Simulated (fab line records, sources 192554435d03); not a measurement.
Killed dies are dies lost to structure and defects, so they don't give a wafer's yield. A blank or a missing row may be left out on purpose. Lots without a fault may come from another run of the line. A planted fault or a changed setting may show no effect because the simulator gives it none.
Which tool did it? | flow n5_finfet | 12 lots, 36 wafers sampled, at 3 steps of a route of 1938

WHAT THE GAUGES READ, wafer by wafer
N5_BEOL_M1_OCD_MEAS_38.
lot  | measured     | on     | trench_depth_nm (nm)
L075 | day 6 21:08  | ocd-02 | 54.1 54.7 54.1
L077 | day 7 09:26  | ocd-01 | 53.9 53.5 54.0
L079 | day 8 00:03  | ocd-01 | 54.1 56.3 53.8
L081 | day 8 07:43  | ocd-02 | 54.0 54.0 54.8
L083 | day 8 20:04  | ocd-02 | 54.6 58.1 54.9
L085 | day 9 13:14  | ocd-02 | 53.5 55.5 56.6
L087 | day 9 16:28  | ocd-01 | 53.8 54.1 52.9
L089 | day 10 01:48 | ocd-01 | 54.3 55.2 52.6
L091 | day 10 18:53 | ocd-01 | 54.5 55.9 57.3
L093 | day 11 05:48 | ocd-01 | 55.9 54.9 51.7
L095 | day 11 22:13 | ocd-02 | 53.9 54.3 53.1
L097 | day 12 08:46 | ocd-02 | 55.9 57.0 56.7

WHICH TOOL RAN EACH LOT (tool, then ch and the chambers of the sampled wafers, then the start)
lot  | N5_BEOL_M0_ALD_136                  | N5_BEOL_M1_STRIP_97
L075 | ald_metal-03 ch 0,2,3, day 6 08:58  | rie_diel-03 ch 1,2, day 6 21:08 or earlier
L077 | ald_metal-03 ch 0,1,3, day 6 17:20  | rie_diel-03 ch 0,2, day 7 09:26 or earlier
L079 | ald_metal-04 ch 0,3, day 7 02:40    | rie_diel-04 ch 2,3, day 8 00:03 or earlier
L081 | ald_metal-04 ch 2,3, day 7 19:13    | rie_diel-04 ch 0,3, day 8 07:43 or earlier
L083 | ald_metal-03 ch 0,3, day 8 08:16    | rie_diel-03 ch 0,1,3, day 8 20:04 or earlier
L085 | ald_metal-01 ch 1,2,3, day 8 23:38  | rie_diel-06 ch 1,2,3, day 9 13:14 or earlier
L087 | ald_metal-04 ch 0,2, day 9 08:04    | rie_diel-04 ch 0,1,3, day 9 16:28 or earlier
L089 | ald_metal-01 ch 2,3, day 9 19:34    | rie_diel-04 ch 1,2,3, day 10 01:48 or earlier
L091 | ald_metal-03 ch 0,2,3, day 10 02:34 | rie_diel-03 ch 0,2,3, day 10 18:53 or earlier
L093 | ald_metal-03 ch 0,2,3, day 10 17:29 | rie_diel-06 ch 0,1,3, day 11 05:48 or earlier
L095 | ald_metal-04 ch 2,3, day 11 01:11   | rie_diel-04 ch 0,3, day 11 22:13 or earlier
L097 | ald_metal-01 ch 1,3, day 11 21:59   | rie_diel-04 ch 0,2, day 12 08:46 or earlier
- N5_BEOL_M0_ALD_136: deposits TaN, pulse time 2 s, purge time 3 s, co reactant purge time 2 s.
- N5_BEOL_M1_STRIP_97: strips in N2/H2, time 10 s.

THE ANSWER, worked out from the rows above alone
Rule: what is usual is taken from the lots themselves. Put in order of their means at a reading, lots are off if they are a third of the lots or fewer, leave a main group of 4 or more, and stand apart from it by a gap of 3 or more times the standard deviation of the main group's means; of several such gaps the widest counts. A main group whose means are all the same, to the digits that the tables above print for the reading, isn't used. A lot without any number at a reading at which 4 lots or more have one is off too. The other lots that the step has rows for count as sound.
No lot is off at any reading shown: from this, nothing can be told.

WHAT THE SIMULATOR HAD PUT IN
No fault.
